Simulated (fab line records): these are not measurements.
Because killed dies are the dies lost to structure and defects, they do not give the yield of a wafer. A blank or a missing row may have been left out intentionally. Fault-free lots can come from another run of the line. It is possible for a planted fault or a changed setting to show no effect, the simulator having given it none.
One fault seen from 2 desks || flow n5_finfet || each desk holds nothing but its own numbers, with what lay behind them at the end

## AT THE TOOL OWNER'S DESK: pvd_sputter-01
The tool's own readings at N5_BEOL_M2_HM_DEP_02 (deposits TiN, target thk 20 nm): means of the sampled wafers that have a number, for each lot that ran on this tool. A lot is out of limits, marked OUT, if its mean lies more than 4 standard deviations from the usual mean; the brackets give that distance.
Columns: A = chamber_pressure_pa at N5_BEOL_M2_HM_DEP_02, usual 0.5001 Pa; B = substrate_temp_c at N5_BEOL_M2_HM_DEP_02, usual 24.98 C; C = throttle_valve_pct at N5_BEOL_M2_HM_DEP_02, usual 30.4 %
{"lot": "L401", "first seen here": "day 6 17:14", "A": 0.4988, "B": 24.94, "C": 29.4}
{"lot": "L414", "first seen here": "day 9 22:40", "A": 0.4991, "B": 25.00, "C": 30.5}
This desk's finding: nothing out of limits on any of the 2 lots.

## METROLOGY DESK
What the gauges read, lot by lot, whatever tool the lot ran on: means of the sampled wafers that have a number. A lot is out of limits, marked OUT, if its mean lies more than 4 standard deviations from the usual mean; the brackets give that distance. It has 11 readings; the 7 that lie furthest out on some lot are the ones shown.
Columns: A = DIBL_P at N5_BEOL_M4_RC_MEAS_101, usual 36.2 mV/V; B = IOFF_N at N5_BEOL_M4_RC_MEAS_101, usual 0.16 nA/um; C = IOFF_P at N5_BEOL_M4_RC_MEAS_101, usual 0.21 nA/um; D = ION_P at N5_BEOL_M4_RC_MEAS_101, usual 462 uA/um; E = SS_N at N5_BEOL_M4_RC_MEAS_101, usual 71.4 mV/dec; F = SS_P at N5_BEOL_M4_RC_MEAS_101, usual 73.2 mV/dec; G = VT_P at N5_BEOL_M4_RC_MEAS_101, usual -251 mV
{"lot": "L400", "first seen here": "day 6 11:56", "A": 36.7, "B": 0.16, "C": 0.20, "D": 454, "E": 71.9, "F": 73.8, "G": -252}
{"lot": "L401", "first seen here": "day 6 18:29", "A": 38.2, "B": 0.17, "C": 0.22, "D": 457, "E": 71.6, "F": 73.6, "G": -250}
{"lot": "L402", "first seen here": "day 7 01:42", "A": 36.6, "B": 0.16, "C": 0.22, "D": 472, "E": 71.2, "F": 73.4, "G": -249}
{"lot": "L404", "first seen here": "day 7 07:55", "A": 34.9, "B": 0.14, "C": 0.19, "D": 466, "E": 71.0, "F": 72.9, "G": -252}
{"lot": "L406", "first seen here": "day 7 20:30", "A": 38.0, "B": 0.17, "C": 0.21, "D": 456, "E": 71.5, "F": 73.3, "G": -251}
{"lot": "L407", "first seen here": "day 8 08:12", "A": 37.4, "B": 0.18, "C": 0.24, "D": 469, "E": 71.5, "F": 72.9, "G": -248}
{"lot": "L409", "first seen here": "day 9 13:43", "A": 38.4, "B": 0.18, "C": 0.24, "D": 466, "E": 72.2, "F": 74.1, "G": -247}
{"lot": "L410", "first seen here": "day 9 17:31", "A": 36.9, "B": 0.17, "C": 0.22, "D": 459, "E": 71.6, "F": 73.7, "G": -251}
{"lot": "L411", "first seen here": "day 9 19:49", "A": 33.5, "B": 0.12, "C": 0.18, "D": 455, "E": 70.6, "F": 72.6, "G": -252}
{"lot": "L414", "first seen here": "day 9 23:52", "A": 36.8, "B": 0.14, "C": 0.22, "D": 462, "E": 71.4, "F": 72.9, "G": -248}
{"lot": "L413", "first seen here": "day 10 02:53", "A": 34.9, "B": 0.14, "C": 0.18, "D": 461, "E": 71.4, "F": 73.0, "G": -254}
{"lot": "L423", "first seen here": "day 12 11:14", "A": 35.8, "B": 0.14, "C": 0.16, "D": 452, "E": 71.0, "F": 73.4, "G": -258}
This desk's finding: nothing out of limits on any of the 12 lots.

## ALL TOGETHER
The tool owner's desk saw nothing out of limits.
The metrology desk saw nothing out of limits.

## WHAT THE SIMULATOR PUT IN
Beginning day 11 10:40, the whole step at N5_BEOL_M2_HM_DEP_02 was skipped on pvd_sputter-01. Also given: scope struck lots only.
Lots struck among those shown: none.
